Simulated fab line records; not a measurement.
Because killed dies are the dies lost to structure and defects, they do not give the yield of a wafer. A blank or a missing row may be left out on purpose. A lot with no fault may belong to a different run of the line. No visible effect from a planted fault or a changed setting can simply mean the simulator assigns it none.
Split-lot study	flow n5_finfet	route with 1938 steps; 7 lots, 21 wafers read

ON THE SPLIT
At N5_BEOL_M13_COAT_04 (resist thk 400 nm), the setting spin_rpm was moved away from the recipe's 1625 rpm on 7 of the 21 wafers read, by -8.3% to +9.4%. The other wafers ran this setting at the recipe's value.

FROM THE SPLIT TO THE READING: what the file shows between them, 1 step
- N5_BEOL_M13_ETCH_59: etches BARC in N2/H2, target depth 89 nm, overetch 26.7 nm, time 67.9 s (also split here: bias_w)

THE READING
coat_of_BEOL_M13_COAT_04.thk_nm (the simulator's own value, which no gauge read), in nm, at N5_BEOL_M13_VIA_ETCH_16 (etches SiOC in C4F8/O2/Ar, target depth 921.7 nm). No usual value for it is given in the file. The 14 wafers here that ran the recipe average 69.2 nm, standard deviation 4.2 nm.

wafer	tool, chamber at the split	spin_rpm as run, rpm	against the recipe	coat_of_BEOL_M13_COAT_04.thk_nm, nm	against lot-mates on the recipe
L076.1	litho_track-02, 0	1625	recipe	73.4	-
L076.2	litho_track-02, 0	1625	recipe	66.8	-
L076.5	litho_track-02, 0	1625	recipe	66.8	-
L077.2	litho_track-02, 0	1777	+9.4%	52.4	-18.4
L077.3	litho_track-02, 0	1625	recipe	70.8	-
L077.4	litho_track-02, 0	1777	+9.4%	50.2	-20.6
L085.2	litho_track-02, 0	1743	+7.3%	61.6	-14.8
L085.3	litho_track-02, 0	1625	recipe	76.4	-
L085.5	litho_track-02, 0	1743	+7.3%	53.2	-23.2
L089.1	litho_track-03, 0	1528	-6.0%	82.2	+18.9
L089.4	litho_track-03, 0	1625	recipe	63.4	-
L089.5	litho_track-03, 0	1625	recipe	63.2	-
L094.2	litho_track-04, 0	1625	recipe	73.6	-
L094.4	litho_track-04, 0	1625	recipe	65.2	-
L094.6	litho_track-04, 0	1625	recipe	70.2	-
L096.2	litho_track-03, 0	1625	recipe	67.4	-
L096.5	litho_track-03, 0	1625	recipe	65	-
L096.6	litho_track-03, 0	1625	recipe	71.4	-
L097.2	litho_track-03, 0	1625	recipe	75.2	-
L097.4	litho_track-03, 0	1490	-8.3%	93	+17.8
L097.5	litho_track-03, 0	1490	-8.3%	81.8	+6.6

FIT RESULTS
A straight line over all 21 wafers: coat_of_BEOL_M13_COAT_04.thk_nm changes by -1.96 nm for each +1% of spin_rpm; r = -0.91; the points scatter about the line by 4.4 nm.
The same after taking each lot's own level away (the mean of its wafers on the recipe; 21 wafers): -2.09 nm for each +1%; r = -0.93; scatter 4 nm.
According to that fit, moving spin_rpm by its largest amount changes the reading by 20 nm.
From 63.30 to 76.40 nm: that is the span of the lots' own levels, equal to 3.1 times the standard deviation above.
The two slopes agree, so the slope changes little with the lot-to-lot level.
Check: with one of the wafers moved furthest among these (+9.4%) left out of the fit, the line predicts -20.6 nm for it against its lot-mates. Against them it came out at -18.4 nm.

OTHER SPLITS ON THESE WAFERS
Note: prior to the reading, these wafers also went through further splits. Each is held against what the fit with the lots' levels taken away leaves over:
other split on the same wafers	wafers away from the commonest value	r with coat_of_BEOL_M13_COAT_04.thk_nm (lot level and that fit taken away)
N5_BEOL_M11_EXPOSE_08 dose_mj	11	+0.14
N5_BEOL_M11_ETCH_66 time_s	8	-0.35
N5_BEOL_M11_ETCH_41 time_s	8	+0.23
N5_BEOL_M13_ETCH_59 bias_w	6	-0.15

THE WHOLE CHAIN: every reading that the file lists as answering this split, in the file's order
step	what it does	reading	change (the file's fit)	r (the file's)
N5_BEOL_M13_COAT_04	resist thk 400 nm	coat_of_BEOL_M13_COAT_04.thk_nm (the simulator's own value, which no gauge read)	-1.9 nm for each +1% of the setting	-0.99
N5_BEOL_M13_ETCH_59	etches BARC in N2/H2, target depth 89 nm, overetch 26.7 nm, time 67.9 s	coat_of_BEOL_M13_COAT_04.thk_nm (the simulator's own value, which no gauge read)	-2.01 nm for each +1% of the setting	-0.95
N5_BEOL_M13_VIA_ETCH_16	etches SiOC in C4F8/O2/Ar, target depth 921.7 nm	coat_of_BEOL_M13_COAT_04.thk_nm (the simulator's own value, which no gauge read)	-2.18 nm for each +1% of the setting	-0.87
N5_BEOL_M13_STRIP_63	strips in N2/H2	strip_time_to_endpoint_s	withheld for each +1% of the setting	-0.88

FILE'S OWN FIT
coat_of_BEOL_M13_COAT_04.thk_nm changes by -2.18 nm for each +1% of spin_rpm, r = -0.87.
